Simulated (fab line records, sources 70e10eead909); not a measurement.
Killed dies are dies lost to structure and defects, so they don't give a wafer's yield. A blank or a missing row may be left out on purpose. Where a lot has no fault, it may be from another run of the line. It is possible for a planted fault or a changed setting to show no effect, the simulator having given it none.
fab line records ; flow nandHarc
record: lots: 12; wafers: 36; lastDay: 24
route steps=1159 shown A_BONDPAD@1078 THIN_TSV@1103 END@1159
lots with no fault: from the same line, run without faults
startH: hours from the record's opening day to when the first of the lot's shown wafers began ; waitH: hours elapsed since this lot's preceding step ; " as in the row above ; L1.1+2: a row that stands for several wafers ; - no value, or no start was given ; * or withheld: withheld ; < > ~ a bound
route shown NAME@n: NAME is a module with steps in the file, n the number in the route of the first one ; usual: mean and standard deviation over wafers with no fault ; same: alike in all rows ; chamber/n: place in a boat ; sites: readings site by site ; _std_site: standard deviation of those values ; _edge_site: the outer-site mean with the inner-site mean subtracted ; radiusMm: how far each site lies from the wafer's centre ; mask NAME#n: copy n ; behind: the last tool/chamber to shape the wafer ; hold: cause of the lot's hold/its duration in hours/its outcome ; device: the transistor (n, p or np) that didn't switch ; end of line: the same wafers' tests at the end of the route ; where a step has no rows: the recipe by itself ; killed: not the wafer's yield, but the dies lost to structure and defects at the first sort ; map: a wafer's dies, x killed, . not, _ none there
set.NAME: the setting that was run; set.NAME@STEP: the one run at that earlier step ; model.NAME: the simulator's own value behind a step, which no gauge read
one table for each step of the route and one row for each wafer, over a sample of lots
services: when a tool's chamber went out of use (startH, in hours from the record's first day, below 0 if earlier), for how many hours, and the reason
== steps ==
step: NHARC_A_BONDPAD_CD_MEAS_13
usual: cdNm: 497.9/2.4
lot.wafer;tool;chamber;startH;waitH;cdNm
L722.1;cdSem-01;-;422.98;-;496.1
L722.4;cdSem-01;-;422.98;-;495.0
L722.5;cdSem-01;-;422.98;-;498.8
L724.3;cdSem-01;-;432.30;-;498.3
L724.4;cdSem-01;-;432.30;-;496.7
L724.5;cdSem-01;-;432.30;-;497.0
L723.2;cdSem-03;-;441.84;-;500.8
L723.4;cdSem-03;-;441.84;-;497.0
L723.6;cdSem-03;-;441.84;-;495.7
L725.4;cdSem-01;-;454.29;-;497.5
L725.5;cdSem-01;-;454.29;-;501.2
L725.6;cdSem-01;-;454.29;-;502.5
L728.1;cdSem-01;-;465.40;-;501.5
L728.2;cdSem-01;-;465.40;-;503.7
L728.6;cdSem-01;-;465.40;-;500.2
L730.1;cdSem-03;-;465.95;-;496.8
L730.3;cdSem-03;-;465.95;-;495.1
L730.6;cdSem-03;-;465.95;-;498.1
L727.2;cdSem-02;-;468.92;-;498.5
L727.4;cdSem-02;-;468.92;-;500.4
L727.6;cdSem-02;-;468.92;-;498.6
L734.2;cdSem-01;-;479.13;-;497.6
L734.4;cdSem-01;-;479.13;-;497.2
L734.5;cdSem-01;-;479.13;-;498.1
L737.1;cdSem-01;-;503.87;-;498.3
L737.5;cdSem-01;-;503.87;-;495.6
L737.6;cdSem-01;-;503.87;-;498.8
L739.3;cdSem-01;-;511.34;-;497.7
L739.5;cdSem-01;-;511.34;-;503.8
L739.6;cdSem-01;-;511.34;-;500.5
L744.1;cdSem-03;-;526.59;-;499.0
L744.3;cdSem-03;-;526.59;-;494.5
L744.5;cdSem-03;-;526.59;-;493.6
L745.1;cdSem-03;-;548.64;-;497.2
L745.2;cdSem-03;-;548.64;-;494.1
L745.3;cdSem-03;-;548.64;-;497.9
step: NHARC_A_BONDPAD_PVD_17
recipe: targetThkA: 50; biasV: 168.6; powerW: 15000; chamberPressurePa: 0.12; timeS: 8.06; substrateTempC: 50; material: TaN
usual: cathodeDcPowerW: 15000/2.8; throttleValvePct: 29.9/1.1
lot.wafer;tool;chamber;startH;waitH;cathodeDcPowerW;throttleValvePct
L722.4;pvdSputter-03;-;-;-;15005;30.8
L722.1;pvdSputter-03;-;-;-;15004;31.1
L722.5;pvdSputter-03;-;-;-;15000;29.3
L724.4;pvdSputter-03;-;-;-;14998;30.9
L724.3;pvdSputter-03;-;-;-;14998;29.5
L724.5;pvdSputter-03;-;-;-;14998;29.1
L723.4;pvdSputter-03;-;-;-;14998;29.2
L723.2;pvdSputter-03;-;-;-;15003;31.1
L723.6;pvdSputter-03;-;-;-;15001;30.8
L725.4;pvdSputter-02;-;-;-;14995;29.3
L725.6;pvdSputter-02;-;-;-;14998;29.3
L725.5;pvdSputter-02;-;-;-;14994;29.1
L728.2;pvdSputter-02;-;-;-;15002;29.4
L728.1;pvdSputter-02;-;-;-;14998;30.0
L728.6;pvdSputter-02;-;-;-;14995;29.2
L730.1;pvdSputter-01;-;-;-;15004;30.7
L730.3;pvdSputter-01;-;-;-;14994;28.7
L730.6;pvdSputter-01;-;-;-;14994;28.4
L727.2;pvdSputter-03;-;-;-;15000;31.6
L727.4;pvdSputter-03;-;-;-;15000;29.0
L727.6;pvdSputter-03;-;-;-;14996;31.5
L734.4;pvdSputter-02;-;-;-;15005;30.6
L734.2;pvdSputter-02;-;-;-;15000;30.5
L734.5;pvdSputter-02;-;-;-;15003;29.1
L737.1;pvdSputter-01;-;-;-;15000;28.3
L737.5;pvdSputter-01;-;-;-;15005;28.4
L737.6;pvdSputter-01;-;-;-;14999;31.0
L739.3;pvdSputter-02;-;-;-;15001;30.5
L739.6;pvdSputter-02;-;-;-;14999;29.2
L739.5;pvdSputter-02;-;-;-;15006;30.5
L744.3;pvdSputter-03;-;-;-;14996;31.2
L744.1;pvdSputter-03;-;-;-;14998;31.5
L744.5;pvdSputter-03;-;-;-;14999;29.3
L745.2;pvdSputter-03;-;-;-;14998;29.1
L745.3;pvdSputter-03;-;-;-;15001;31.5
L745.1;pvdSputter-03;-;-;-;14997;31.2
step: NHARC_THIN_TSV_THK_MEAS_02
recipe: thkMeasGauge: ir
usual: thkNm: 3050/210
lot.wafer;tool;chamber;startH;waitH;thkNm
L722.1;filmMetro-02;-;444.13;-;3062
L722.4;filmMetro-02;-;444.13;-;2763
L722.5;filmMetro-02;-;444.13;-;2518
L724.3;filmMetro-02;-;447.20;0.2;3062
L724.4;filmMetro-02;-;447.20;0.2;3125
L724.5;filmMetro-02;-;447.20;0.2;3252
L723.2;filmMetro-01;-;453.61;0.2;2808
L723.4;filmMetro-01;-;453.61;0.2;3075
L723.6;filmMetro-01;-;453.61;0.2;2992
L725.4;filmMetro-01;-;471.72;0.2;3410
L725.5;filmMetro-01;-;471.72;0.2;3384
L725.6;filmMetro-01;-;471.72;0.2;3049
L728.1;filmMetro-01;-;479.50;-;3145
L728.2;filmMetro-01;-;479.50;-;3081
L728.6;filmMetro-01;-;479.50;-;3024
L730.1;filmMetro-02;-;480.69;0.2;2769
L730.3;filmMetro-02;-;480.69;0.2;3064
L730.6;filmMetro-02;-;480.69;0.2;2903
L727.2;filmMetro-02;-;481.90;0.2;2769
L727.4;filmMetro-02;-;481.90;0.2;3027
L727.6;filmMetro-02;-;481.90;0.2;3408
L734.2;filmMetro-01;-;496.41;0.2;3050
L734.4;filmMetro-01;-;496.41;0.2;3310
L734.5;filmMetro-01;-;496.41;0.2;2982
L737.1;filmMetro-01;-;521.36;-;3003
L737.5;filmMetro-01;-;521.36;-;2970
L737.6;filmMetro-01;-;521.36;-;2995
L739.3;filmMetro-02;-;529.42;0.2;2873
L739.5;filmMetro-02;-;529.42;0.2;2727
L739.6;filmMetro-02;-;529.42;0.2;2784
L744.1;filmMetro-02;-;540.32;-;3041
L744.3;filmMetro-02;-;540.32;-;2891
L744.5;filmMetro-02;-;540.32;-;2981
L745.1;filmMetro-01;-;562.80;-;3098
L745.2;filmMetro-01;-;562.80;-;3112
L745.3;filmMetro-01;-;562.80;-;3080
step: NHARC_THIN_TSV_DEP_43
recipe: targetThkA: 13285; tempC: withheld; pressureTorr: 6.5; rfW: 900; teosFlowSccm: 161.4; flowSccm: 2650; targetThkNm: 1328.5; gas: O2; material: SiO2
usual: chamberPressureTorr: 6.499/0.014; flowSccm: 2650/8.1; mfcPrecursorSccm: 161.5/0.52; throttleValvePct: 16.1/0.54
lot.wafer;tool;chamber;startH;waitH;chamberPressureTorr;flowSccm;mfcPrecursorSccm;throttleValvePct
L722.1;pecvd-03;0;444.44;-;6.513;2651;161.0;16.4
L722.5;pecvd-03;1;444.44;-;6.501;2652;161.5;15.9
L722.4;pecvd-03;0;444.44;-;6.523;2643;161.2;16.6
L724.3;pecvd-02;2;447.46;-;6.506;2655;161.3;15.2
L724.4;pecvd-02;1;447.46;-;6.505;2648;162.2;16.7
L724.5;pecvd-02;2;447.46;-;6.491;2666;161.9;15.2
L723.2;pecvd-03;0;453.89;-;6.479;2646;162.2;16.5
L723.6;pecvd-03;2;453.89;-;6.504;2651;161.3;15.8
L723.4;pecvd-03;0;453.89;-;6.494;2655;161.3;16.4
L725.4;pecvd-02;1;472.16;-;6.505;2648;161.6;17.0
L725.6;pecvd-02;2;472.16;-;6.500;2656;161.5;15.4
L725.5;pecvd-02;0;472.16;-;6.501;2647;161.4;16.3
L728.1;pecvd-02;2;479.90;-;6.485;2643;161.4;15.4
L728.2;pecvd-02;1;479.90;-;6.483;2643;161.5;16.8
L728.6;pecvd-02;0;479.90;-;6.508;2663;162.0;16.3
L730.3;pecvd-02;1;480.96;-;6.513;2644;160.5;16.7
L730.1;pecvd-02;2;480.96;-;6.506;2641;161.2;15.3
L730.6;pecvd-02;1;480.96;-;6.493;2628;161.5;16.9
L727.2;pecvd-02;2;482.21;-;6.512;2645;160.9;15.2
L727.4;pecvd-02;1;482.21;-;6.506;2666;161.7;17.1
L727.6;pecvd-02;2;482.21;-;6.500;2653;162.1;15.2
L734.2;pecvd-03;1;496.64;-;6.491;2649;161.5;15.5
L734.5;pecvd-03;1;496.64;-;6.486;2642;161.6;15.6
L734.4;pecvd-03;2;496.64;-;6.511;2651;160.6;15.7
L737.1;pecvd-03;0;521.59;-;-;-;-;-
L737.5;pecvd-03;1;521.59;-;-;-;-;-
L737.6;pecvd-03;2;521.59;-;-;-;-;-
L739.3;pecvd-04;2;529.64;-;-;-;-;-
L739.5;pecvd-04;2;529.64;-;-;-;-;-
L739.6;pecvd-04;0;529.64;-;-;-;-;-
L744.3;pecvd-03;1;540.59;-;6.498;2647;161.3;15.7
L744.1;pecvd-03;2;540.59;-;6.512;2659;161.3;15.7
L744.5;pecvd-03;1;540.59;-;6.492;2642;162.0;15.7
L745.1;pecvd-03;2;563.10;-;6.500;2645;161.9;15.6
L745.3;pecvd-03;0;563.10;-;6.484;2667;161.5;16.0
L745.2;pecvd-03;1;563.10;-;6.494;2659;161.5;15.9
step: NHARC_END_SORT_01
recipe: tempC: 25
usual: defectLimitedYield: 95.2/1.3; killedAtArray: 29/9.4; killedAtOther: 0.7/1.3; killedAtPeriphery: 2.9/2.1; killedDies: 32/9; killedOpen: 3.3/1.8; killedShort: 1.9/1.4; sort_bin_2_pct: 1.4/0.53; sort_bin_3_pct: 0.28/0.21; sort_bin_4_pct: 3.1/0.91; sortNPass: 645/9; sortRimYieldPct: 97.4/1.7; sortYieldPct: 95.2/1.3
same: grossDies: 677; sort_bin_5_pct[%]: 0; sort_bin_6_pct[%]: 0; sort_bin_7_pct[%]: 0; sort_bin_8_pct[%]: 0; sortRimNGross: 106.00
lot.wafer;tool;chamber;startH;waitH;hold;defectLimitedYield[%];killedAtArray;killedAtOther;killedAtPeriphery;killedDies;killedOpen;killedShort;sort_bin_2_pct[%];sort_bin_3_pct[%];sort_bin_4_pct[%];sortNPass;sortRimYieldPct[%];sortYieldPct[%]
L724.3;prober-01;0;465.29;3.1;-;95.4;27;0;4;31;2;3;1.5;0.44;2.7;646;98.1;95.4
L724.4;prober-01;0;466.09;3.4;-;93.9;34;2;5;41;6;1;2.1;0.30;3.7;636;97.2;93.9
L724.5;prober-01;0;466.90;3.7;-;95.7;26;1;2;29;7;0;1.3;0;3.0;648;98.1;95.7
L722.1;prober-02;0;471.54;2.5;-;95.3;31;0;1;32;1;5;1.0;0;3.7;645;99.1;95.3
L722.4;prober-02;0;473.89;3.4;-;95.9;27;0;1;28;3;0;1.5;0.15;2.5;649;99.1;95.9
L722.5;prober-02;0;474.68;3.6;-;95.4;30;0;1;31;0;1;1.0;0.15;3.4;646;97.2;95.4
L723.2;prober-01;0;480.20;2.8;-;95.7;24;1;4;29;0;1;1.0;0;3.2;648;98.1;95.7
L723.4;prober-01;0;481.80;3.4;-;95.9;24;0;4;28;4;3;0.7;0;3.4;649;95.3;95.9
L723.6;prober-01;0;483.41;4.0;-;95.6;26;0;4;30;5;0;1.6;0.15;2.7;647;97.2;95.6
L725.4;prober-02;0;489.36;3.4;-;97.3;16;0;2;18;2;1;0.7;0;1.9;659;99.1;97.3
L725.5;prober-02;0;490.16;3.7;-;96.9;21;0;0;21;3;1;0.7;0;2.4;656;99.1;96.9
L725.6;prober-02;0;490.96;4.0;-;95.7;27;0;2;29;5;1;0.7;0.15;3.4;648;96.2;95.7
L730.1;prober-02;0;495.48;2.5;-;95.3;27;1;4;32;4;4;1.5;0.15;3.1;645;96.2;95.3
L730.3;prober-02;0;497.06;3.1;-;95.7;23;0;6;29;4;4;1.3;0.44;2.5;648;98.1;95.7
L730.6;prober-02;0;499.43;3.9;-;94.8;34;0;1;35;2;1;1.6;0.15;3.4;642;99.1;94.8
L727.2;prober-01;0;496.29;2.8;-;96.9;19;1;1;21;2;2;1.0;0.15;1.9;656;95.3;96.9
L727.4;prober-01;0;497.89;3.4;-;98.2;11;0;1;12;1;2;0.7;0;1.0;665;100.0;98.2
L727.6;prober-01;0;499.49;4.0;-;96.3;22;2;1;25;3;2;1.0;0.30;2.4;652;98.1;96.3
L728.1;prober-02;0;503.22;2.5;-;96.2;18;2;6;26;4;5;1.5;0.15;2.2;651;98.1;96.2
L728.2;prober-02;0;504.03;2.8;-;95.9;22;0;6;28;7;4;0.9;0.30;3.0;649;95.3;95.9
L728.6;prober-02;0;507.27;4.0;-;96.5;14;3;7;24;3;1;0.7;0.44;2.4;653;95.3;96.5
L734.2;prober-02;0;512.63;2.8;-;93.1;43;0;4;47;5;5;2.1;0.44;4.4;630;94.3;93.1
L734.4;prober-02;0;514.21;3.4;-;92.5;48;0;3;51;3;3;3.0;0.44;4.1;626;96.2;92.5
L734.5;prober-02;0;515.00;3.7;-;93.4;41;0;4;45;4;0;2.7;0.74;3.2;632;94.3;93.4
L737.1;prober-01;0;537.23;2.5;awaitDispo/2.7h/scrap;0;20;653;4;677;6;3;96.9;0.15;3.0;0;0;0
L737.5;prober-01;0;540.42;3.7;awaitDispo/2.7h/scrap;0;19;655;3;677;4;2;96.6;0;3.4;0;0;0
L737.6;prober-01;0;541.22;4.0;awaitDispo/2.7h/scrap;0;15;661;1;677;3;1;98.4;0.15;1.5;0;0;0
L739.3;prober-02;0;549.57;3.1;awaitDispo/6.7h/scrap;0;25;646;6;677;2;3;96.5;0.30;3.2;0;0;0
L739.5;prober-02;0;551.14;3.6;awaitDispo/6.7h/scrap;0;33;642;2;677;3;5;95.7;0.74;3.5;0;0;0
L739.6;prober-02;0;551.92;3.9;awaitDispo/6.7h/scrap;0;22;654;1;677;3;1;97.5;0.44;2.1;0;0;0
L744.1;prober-01;0;563.67;2.5;-;97.8;14;1;0;15;2;3;0.7;0.15;1.3;662;100.0;97.8
L744.3;prober-01;0;565.25;3.1;-;95.6;23;0;7;30;3;5;1.8;0.30;2.4;647;96.2;95.6
L744.5;prober-01;0;566.83;3.7;-;96.0;19;1;7;27;6;4;1.3;0.30;2.4;650;98.1;96.0
L745.1;prober-02;0;579.41;2.5;-;94.4;37;0;1;38;6;1;2.2;0.15;3.2;639;99.1;94.4
L745.2;prober-02;0;580.21;2.8;-;94.1;38;0;2;40;1;1;2.4;0.44;3.1;637;97.2;94.1
L745.3;prober-02;0;581.00;3.1;-;93.6;42;0;1;43;7;0;1.9;0.59;3.8;634;96.2;93.6
killed by level:class
L724.3 A_CHANNEL_HOLE_D1:chamberFilmFlake=14 A_STAIRCASE:chamberFilmFlake=4 A_ONON_D1:geometricParticle:short=2 P_ZERO_WELL:chamberFilmFlake=2 A_CHANNEL_FILL_D1:chamberFilmFlake=2 A_CONTACT:chamberFilmFlake=2 P_CONTACT:geometricParticle:open=1 A_CHANNEL_FILL_D1:geometricParticle:short=1
L724.4 A_CHANNEL_HOLE_D1:chamberFilmFlake=17 A_CHANNEL_FILL_D1:chamberFilmFlake=5 A_STAIRCASE:chamberFilmFlake=4 A_M0:chamberFilmFlake=3 P_GATE:geometricParticle:open=2 A_CONTACT:chamberFilmFlake=2 P_M0:geometricParticle:open=1 P_M2:geometricParticle:short=1
L724.5 A_CHANNEL_HOLE_D1:chamberFilmFlake=15 A_CHANNEL_FILL_D1:geometricParticle:open=4 A_CONTACT:geometricParticle:open=2 A_M0:chamberFilmFlake=2 P_CONTACT:geometricParticle:open=1 P_STI:chamberFilmFlake=1 A_CHANNEL_FILL_D1:chamberFilmFlake=1 A_WL_FILL:chamberFilmFlake=1
L722.1 A_SLIT:chamberFilmFlake=8 A_CHANNEL_HOLE_D1:chamberFilmFlake=6 A_CONTACT:chamberFilmFlake=4 A_ZERO_WELL:chamberFilmFlake=2 A_M0:chamberFilmFlake=2 A_CHANNEL_FILL_D1:geometricParticle:short=1 A_WL_FILL:geometricParticle:short=1 A_CONTACT:geometricParticle:short=1
L722.4 A_CHANNEL_HOLE_D1:chamberFilmFlake=10 A_SLIT:chamberFilmFlake=10 A_CONTACT:chamberFilmFlake=3 P_M2:geometricParticle:open=1 A_ONON_D1:geometricParticle:open=1 A_CONTACT:geometricParticle:open=1 A_STAIRCASE:chamberFilmFlake=1 A_M0:chamberFilmFlake=1
L722.5 A_CHANNEL_HOLE_D1:chamberFilmFlake=13 A_SLIT:chamberFilmFlake=7 A_STAIRCASE:chamberFilmFlake=4 A_CONTACT:chamberFilmFlake=3 A_SOURCE_PLATE:geometricParticle:short=1 P_STI:chamberFilmFlake=1 A_ZERO_WELL:chamberFilmFlake=1 A_WL_FILL:chamberFilmFlake=1
L723.2 A_SLIT:chamberFilmFlake=15 A_CONTACT:chamberFilmFlake=4 P_GATE:chamberFilmFlake=3 A_CHANNEL_HOLE_D1:chamberFilmFlake=2 A_STAIRCASE:chamberFilmFlake=2 A_ONON_D1:geometricParticle:short=1 P_ZERO_WELL:chamberFilmFlake=1 HYBRID_BOND:latent=1
L723.4 A_SLIT:chamberFilmFlake=8 A_CHANNEL_HOLE_D1:chamberFilmFlake=4 A_CONTACT:chamberFilmFlake=4 A_STAIRCASE:chamberFilmFlake=2 P_CONTACT:geometricParticle:open=1 P_M0:geometricParticle:short=1 P_M2:geometricParticle:open=1 A_CHANNEL_HOLE_D1:geometricParticle:short=1
L723.6 A_SLIT:chamberFilmFlake=10 A_STAIRCASE:chamberFilmFlake=4 A_CONTACT:chamberFilmFlake=3 A_CHANNEL_HOLE_D1:chamberFilmFlake=2 A_CHANNEL_FILL_D1:chamberFilmFlake=2 A_SGD_CUT:chamberFilmFlake=2 P_CONTACT:geometricParticle:open=1 P_M0:geometricParticle:open=1
L725.4 A_CHANNEL_HOLE_D1:chamberFilmFlake=7 A_STAIRCASE:chamberFilmFlake=3 A_CONTACT:chamberFilmFlake=3 P_M0:geometricParticle:open=1 A_WL_FILL:geometricParticle:open=1 A_CONTACT:geometricParticle:short=1 P_STI:chamberFilmFlake=1 A_M0:chamberFilmFlake=1
L725.5 A_CHANNEL_HOLE_D1:chamberFilmFlake=13 A_M0:geometricParticle:open=2 A_WL_FILL:chamberFilmFlake=2 A_WL_FILL:geometricParticle:short=1 A_BLC:geometricParticle:open=1 A_ZERO_WELL:chamberFilmFlake=1 A_STAIRCASE:chamberFilmFlake=1
L725.6 A_CHANNEL_HOLE_D1:chamberFilmFlake=14 A_CONTACT:chamberFilmFlake=4 A_STAIRCASE:chamberFilmFlake=3 A_CONTACT:geometricParticle:open=2 P_M0:geometricParticle:open=1 A_SOURCE_PLATE:geometricParticle:open=1 A_CHANNEL_FILL_D1:geometricParticle:short=1 A_CHANNEL_FILL_D1:geometricParticle:open=1
L730.1 A_CHANNEL_HOLE_D1:chamberFilmFlake=14 A_STAIRCASE:chamberFilmFlake=4 P_ZERO_WELL:chamberFilmFlake=2 A_CONTACT:chamberFilmFlake=2 P_M0:geometricParticle:open=1 P_M0:geometricParticle:short=1 A_SGD_CUT:geometricParticle:short=1 A_CONTACT:geometricParticle:open=1
L727.2 A_CHANNEL_HOLE_D1:chamberFilmFlake=7 A_STAIRCASE:chamberFilmFlake=4 A_CONTACT:chamberFilmFlake=3 P_M2:geometricParticle:open=1 A_ONON_D1:geometricParticle:short=1 A_CHANNEL_FILL_D1:geometricParticle:short=1 A_CONTACT:geometricParticle:open=1 A_SLIT:chamberFilmFlake=1
L730.3 A_CHANNEL_HOLE_D1:chamberFilmFlake=11 A_CONTACT:chamberFilmFlake=5 A_STAIRCASE:chamberFilmFlake=3 P_M0:geometricParticle:open=2 P_GATE:geometricParticle:short=1 P_CONTACT:geometricParticle:open=1 P_M0:geometricParticle:short=1 A_CONTACT:geometricParticle:short=1
L727.4 A_CHANNEL_HOLE_D1:chamberFilmFlake=3 A_SGD_CUT:chamberFilmFlake=2 A_CONTACT:chamberFilmFlake=2 A_ONON_D1:geometricParticle:short=1 A_WL_FILL:geometricParticle:open=1 A_WL_FILL:geometricParticle:short=1 P_ZERO_WELL:chamberFilmFlake=1 A_STAIRCASE:chamberFilmFlake=1
L730.6 A_CHANNEL_HOLE_D1:chamberFilmFlake=23 A_STAIRCASE:chamberFilmFlake=6 A_CONTACT:chamberFilmFlake=3 P_CONTACT:geometricParticle:open=1 A_CONTACT:geometricParticle:short=1 A_BLC:geometricParticle:open=1
L727.6 A_CHANNEL_HOLE_D1:chamberFilmFlake=7 A_SGD_CUT:chamberFilmFlake=3 A_CONTACT:chamberFilmFlake=3 A_M0:geometricParticle:open=2 A_STAIRCASE:chamberFilmFlake=2 A_WL_FILL:chamberFilmFlake=2 THIN_TSV:chamberFilmFlake=2 A_ONON_D1:geometricParticle:short=1
L728.1 A_CHANNEL_HOLE_D1:chamberFilmFlake=4 A_CONTACT:chamberFilmFlake=3 A_CONTACT:geometricParticle:open=2 P_STI:chamberFilmFlake=2 P_CONTACT:chamberFilmFlake=2 A_ZERO_WELL:chamberFilmFlake=2 P_GATE:geometricParticle:open=1 A_CHANNEL_FILL_D1:geometricParticle:open=1
L728.2 A_CONTACT:chamberFilmFlake=6 A_CHANNEL_HOLE_D1:chamberFilmFlake=4 A_CHANNEL_FILL_D1:geometricParticle:open=3 A_STAIRCASE:chamberFilmFlake=3 A_CONTACT:geometricParticle:short=2 P_ZERO_WELL:chamberFilmFlake=2 P_STI:chamberFilmFlake=2 P_M1:geometricParticle:open=1
L728.6 A_ZERO_WELL:chamberFilmFlake=4 P_STI:chamberFilmFlake=3 P_M1:chamberFilmFlake=3 A_CONTACT:chamberFilmFlake=3 A_STAIRCASE:chamberFilmFlake=3 THIN_TSV:chamberFilmFlake=2 A_WL_FILL:geometricParticle:short=1 A_CONTACT:geometricParticle:open=1
L734.2 A_SLIT:chamberFilmFlake=18 A_CHANNEL_HOLE_D1:chamberFilmFlake=10 A_STAIRCASE:chamberFilmFlake=7 A_WL_FILL:geometricParticle:short=2 P_GATE:geometricParticle:short=1 P_CONTACT:geometricParticle:open=1 P_M0:geometricParticle:open=1 P_M1:geometricParticle:open=1
L734.4 A_CHANNEL_HOLE_D1:chamberFilmFlake=18 A_SLIT:chamberFilmFlake=17 A_STAIRCASE:chamberFilmFlake=4 A_CONTACT:chamberFilmFlake=4 P_STI:geometricParticle:short=1 P_M1:geometricParticle:open=1 A_ONON_D1:geometricParticle:short=1 A_ONON_D1:geometricParticle:open=1
L734.5 A_CHANNEL_HOLE_D1:chamberFilmFlake=12 A_STAIRCASE:chamberFilmFlake=12 A_SLIT:chamberFilmFlake=11 A_CONTACT:chamberFilmFlake=5 P_CONTACT:geometricParticle:open=2 P_M0:geometricParticle:open=1 A_SGD_CUT:geometricParticle:open=1 P_STI:chamberFilmFlake=1
L737.1 THIN_TSV:areaDep=647 A_CHANNEL_HOLE_D1:chamberFilmFlake=9 THIN_TSV:chamberFilmFlake=6 A_SGD_CUT:geometricParticle:short=2 A_M1:geometricParticle:open=2 A_STAIRCASE:chamberFilmFlake=2 P_GATE:geometricParticle:open=1 P_M1:geometricParticle:open=1
L737.5 THIN_TSV:areaDep=648 THIN_TSV:chamberFilmFlake=7 A_CHANNEL_HOLE_D1:chamberFilmFlake=6 A_CONTACT:chamberFilmFlake=3 A_STAIRCASE:chamberFilmFlake=2 A_WL_FILL:chamberFilmFlake=2 P_M0:geometricParticle:open=1 A_CHANNEL_HOLE_D1:geometricParticle:open=1
L737.6 THIN_TSV:areaDep=657 A_CONTACT:chamberFilmFlake=5 THIN_TSV:chamberFilmFlake=4 A_CHANNEL_HOLE_D1:chamberFilmFlake=3 A_WL_FILL:chamberFilmFlake=2 A_CHANNEL_FILL_D1:geometricParticle:open=1 A_SGD_CUT:geometricParticle:short=1 A_CONTACT:geometricParticle:open=1
L739.3 THIN_TSV:areaDep=646 A_CHANNEL_HOLE_D1:chamberFilmFlake=20 P_GATE:chamberFilmFlake=2 A_CONTACT:chamberFilmFlake=2 P_GATE:geometricParticle:short=1 P_CONTACT:geometricParticle:open=1 P_M1:geometricParticle:open=1 A_CHANNEL_FILL_D1:geometricParticle:short=1
L739.5 THIN_TSV:areaDep=640 A_CHANNEL_HOLE_D1:chamberFilmFlake=22 A_CONTACT:chamberFilmFlake=3 A_CHANNEL_FILL_D1:geometricParticle:short=2 THIN_TSV:chamberFilmFlake=2 P_GATE:geometricParticle:short=1 P_GATE:geometricParticle:open=1 A_ONON_D1:geometricParticle:short=1
L739.6 THIN_TSV:areaDep=652 A_CHANNEL_HOLE_D1:chamberFilmFlake=12 A_CHANNEL_FILL_D1:chamberFilmFlake=3 A_CONTACT:chamberFilmFlake=2 THIN_TSV:chamberFilmFlake=2 A_SOURCE_PLATE:geometricParticle:short=1 A_CHANNEL_FILL_D1:geometricParticle:open=1 A_BLC:geometricParticle:open=1
L744.1 A_CHANNEL_HOLE_D1:chamberFilmFlake=8 A_CONTACT:chamberFilmFlake=2 A_CHANNEL_FILL_D1:geometricParticle:short=1 A_WL_FILL:geometricParticle:short=1 A_CONTACT:geometricParticle:open=1 A_M0:geometricParticle:short=1 STARTING-WAFER:geometricParticle:open=1
L744.3 A_CHANNEL_HOLE_D1:chamberFilmFlake=15 A_WL_FILL:geometricParticle:short=2 A_M0:geometricParticle:short=2 P_ZERO_WELL:chamberFilmFlake=2 P_GATE:chamberFilmFlake=2 P_M0:chamberFilmFlake=2 P_CONTACT:geometricParticle:open=1 A_CHANNEL_HOLE_D1:geometricParticle:short=1
L744.5 A_CHANNEL_HOLE_D1:chamberFilmFlake=11 A_WL_FILL:geometricParticle:open=3 A_CONTACT:geometricParticle:short=2 P_CONTACT:chamberFilmFlake=2 P_CONTACT:geometricParticle:open=1 P_M0:geometricParticle:open=1 A_ONON_D1:geometricParticle:short=1 A_CONTACT:geometricParticle:open=1
L745.1 A_SLIT:chamberFilmFlake=21 A_STAIRCASE:chamberFilmFlake=3 A_CONTACT:chamberFilmFlake=3 A_CONTACT:geometricParticle:open=2 A_M0:geometricParticle:open=2 P_M0:geometricParticle:open=1 A_SGD_CUT:geometricParticle:open=1 A_M0:geometricParticle:short=1
L745.2 A_SLIT:chamberFilmFlake=21 A_CHANNEL_HOLE_D1:chamberFilmFlake=4 A_CONTACT:chamberFilmFlake=4 A_STAIRCASE:chamberFilmFlake=3 A_CHANNEL_HOLE_D1:unspecified=2 A_M1:chamberFilmFlake=2 P_M1:geometricParticle:short=1 A_CONTACT:geometricParticle:open=1
L745.3 A_SLIT:chamberFilmFlake=20 A_CONTACT:chamberFilmFlake=6 A_STAIRCASE:chamberFilmFlake=5 A_ONON_D1:geometricParticle:open=2 A_CHANNEL_HOLE_D1:unspecified=2 P_CONTACT:geometricParticle:open=1 A_CHANNEL_FILL_D1:geometricParticle:open=1 A_CONTACT:geometricParticle:open=1
== services ==
tool;chamber;startH;hours;kind
pecvd-04;0;424.00;3.4;repair
pvdSputter-03;-;458.02;10.0;pm
pecvd-03;-;473.39;13.0;pm
pecvd-03;0;473.39;13.0;ventCycle
pecvd-03;1;473.39;13.0;ventCycle
pecvd-03;2;473.39;13.0;ventCycle
pecvd-03;0;486.39;-;clean
pecvd-03;1;486.39;-;clean
pecvd-03;2;486.39;-;clean
pvdSputter-01;-;514.06;10.0;pm
pecvd-02;-;515.59;13.0;pm
pecvd-02;0;515.59;13.0;ventCycle
pecvd-02;1;515.59;13.0;ventCycle
pecvd-02;2;515.59;13.0;ventCycle
pecvd-02;0;528.59;-;clean
pecvd-02;1;528.59;-;clean
pecvd-02;2;528.59;-;clean
pvdSputter-03;-;540.36;1.3;repair
pvdSputter-01;-;549.79;1.8;repair
pvdSputter-03;-;556.79;5.0;repair
pecvd-04;-;557.38;13.0;pm
pecvd-04;0;557.38;13.0;ventCycle
pecvd-04;1;557.38;13.0;ventCycle
pecvd-04;2;557.38;13.0;ventCycle
== key ==
firstSign: step: NHARC_THIN_TSV_DEP_43; reading: toolRecord; direction: missing
effect: step: NHARC_END_SORT_01; reading: killedAtOther; direction: up; sigmas: 99+; usual: 0.7; struck: 651.8
moreKillsBornAt: NHARC_THIN_TSV_DEP_43@pecvd-03: 1952; NHARC_THIN_TSV_DEP_43@pecvd-04: 1938
metAt NHARC_THIN_TSV_DEP_43
struckLots L737,L739
laterRowsLeftOut L737.1,L737.5,L737.6,L739.3,L739.5,L739.6
notActingAt NHARC_A_BONDPAD_CD_MEAS_13,NHARC_A_BONDPAD_PVD_17,NHARC_THIN_TSV_THK_MEAS_02
onsetBetween 496.64 521.59
fault: kind: skippedStepWhole; tool: pecvd-03,pecvd-04; chamber: -; onsetH: 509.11; steps: NHARC_THIN_TSV_DEP_43; scope: struckLotsOnly
laterRowsLeftOut: the simulator's readings of these wafers behind a module that went badly wrong aren't trusted and aren't shown, but for the sort
